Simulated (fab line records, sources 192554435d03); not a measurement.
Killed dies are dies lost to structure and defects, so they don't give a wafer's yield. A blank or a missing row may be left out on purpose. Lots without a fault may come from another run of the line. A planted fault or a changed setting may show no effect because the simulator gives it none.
Split-lot experiment | flow n5_finfet | 7 lots, 21 wafers read, on a route of 1938 steps

THE SPLIT
At N5_BEOL_M0_SAQP_SPACER1_ALD_98 (deposits SiO2, target thk 12.8 nm, pulse time 1 s, purge time 2 s), the setting ald_cycles was moved away from the recipe's 138 on 6 of the 21 wafers read, by +8.0% to +10.9%. The other wafers ran this setting at the recipe's value.

FROM THE SPLIT TO THE READING: what the file shows between them, 2 steps
- N5_BEOL_M0_SAQP_SPACER1_ETCHBACK_99: etches SiO2 in CHF3/O2, target depth 15.4 nm, time 7.7 s
- N5_BEOL_M0_SAQP_MANDREL1_REMOVE_100: chemistry HBr/Cl2/O2, target a-Si, stops on SiNx, bt time 10 s

THE READING
cd_nm, in nm, at N5_BEOL_M0_SAQP_CD_MEAS_25 (target cd 13.1 nm). Fault-free wafers of this fab line usually give 12.87 nm, standard deviation 0.24 nm.

wafer  | tool, chamber at the split | ald_cycles as run | against the recipe | cd_nm, nm | against lot-mates on the recipe
L075.2 | ald_sin-03, 3              | 138               | recipe             | 12.91     | -
L075.3 | ald_sin-03, 0              | 138               | recipe             | 12.70     | -
L075.5 | ald_sin-03, 0              | 153               | +10.9%             | 13.93     | +1.12
L084.3 | ald_sin-04, 0              | 138               | recipe             | 12.86     | -
L084.5 | ald_sin-04, 3,2            | 138               | recipe             | 12.80     | -
L084.6 | ald_sin-04, 3,2            | 138               | recipe             | 12.94     | -
L085.1 | ald_sin-04, 3              | 138               | recipe             | 13.05     | -
L085.4 | ald_sin-04, 1              | 138               | recipe             | 12.82     | -
L085.6 | ald_sin-04, 1              | 153               | +10.9%             | 14.53     | +1.59
L090.3 | ald_sin-03, 0,1            | 138               | recipe             | 12.88     | -
L090.4 | ald_sin-03, 0,1            | 138               | recipe             | 13.03     | -
L090.5 | ald_sin-03, 2              | 138               | recipe             | 12.95     | -
L092.1 | ald_sin-02, 1,0,2          | 138               | recipe             | 12.78     | -
L092.3 | ald_sin-02, 1,0,2          | 138               | recipe             | 13.10     | -
L092.4 | ald_sin-02, 1,0,2          | 138               | recipe             | 13.06     | -
L093.3 | ald_sin-03, 1              | 138               | recipe             | 12.98     | -
L093.4 | ald_sin-03, 3              | 151               | +9.4%              | 14.05     | +1.07
L093.5 | ald_sin-03, 3              | 151               | +9.4%              | 14.38     | +1.40
L096.2 | ald_sin-04, 1,2            | 149               | +8.0%              | 13.79     | +0.92
L096.3 | ald_sin-04, 1,2            | 149               | +8.0%              | 13.77     | +0.90
L096.5 | ald_sin-04, 2              | 138               | recipe             | 12.87     | -
Where a row lists several chambers, the file gives one row for several wafers and doesn't say which wafer went through which chamber.

THE FIT
A straight line over all 21 wafers: cd_nm changes by +0.124 nm for each +1% of ald_cycles; r = +0.96; the points scatter about the line by 0.16 nm.
The same after taking each lot's own level away (the mean of its wafers on the recipe; 21 wafers): +0.125 nm for each +1%; r = +0.97; scatter 0.13 nm.
On that fit, the largest move of ald_cycles shifts the reading by 1.4 nm.
The lots' own levels span 12.805 to 12.980 nm, that is 0.7 times the standard deviation above.
So the lot-to-lot level changes the slope little: the two slopes agree.
Check: with one of the wafers moved furthest among these (+10.9%) left out of the fit, the line predicts +1.42 nm for it against its lot-mates. It came out at +1.12 nm against them.

OTHER SPLITS ON THESE WAFERS
These wafers also went through other splits before the reading. Each is held against what the fit with the lots' levels taken away leaves over:
other split on the same wafers          | wafers away from the commonest value | r with cd_nm (lot level and that fit taken away)
N5_SD_EPI_P_COAT_34 spin_rpm            | 5                                    | -0.33
N5_SD_EPI_P_EPI_21 time_s               | 2                                    | -0.23
N5_SD_ACTIVATION_LSA_01 temp_c          | 6                                    | +0.16
N5_HKMG_FIN_ETCH_55 time_s              | 9                                    | -0.01
N5_GATE_CUT_ETCH_37 bias_w              | 9                                    | +0.03
N5_MOL_CONTACT_COAG_ETCHBACK_135 time_s | 6                                    | +0.18
N5_MOL_CONTACT_COAG_COAT_62 spin_rpm    | 8                                    | +0.18

THE WHOLE CHAIN: every reading that the file lists as answering this split, in the file's order
step                                | what it does                                                      | reading                                                                                     | change (the file's fit)               | r (the file's)
N5_BEOL_M0_SAQP_SPACER1_ALD_98      | deposits SiO2, target thk 12.8 nm, pulse time 1 s, purge time 2 s | SiO2_of_BEOL_M0_SAQP_SPACER1_ALD_98.thk_nm (the simulator's own value, which no gauge read) | +0.13 nm for each +1% of the setting  | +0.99
N5_BEOL_M0_SAQP_MANDREL1_REMOVE_100 | chemistry HBr/Cl2/O2, target a-Si, stops on SiNx, bt time 10 s    | BEOL_M0_SAQP.cd_nm (the simulator's own value, which no gauge read)                         | +0.131 nm for each +1% of the setting | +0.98
N5_BEOL_M0_SAQP_CD_MEAS_25          | target cd 13.1 nm                                                 | cd_nm                                                                                       | +0.124 nm for each +1% of the setting | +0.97

THE FILE'S OWN FIT
cd_nm changes by +0.124 nm for each +1% of ald_cycles, r = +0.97.
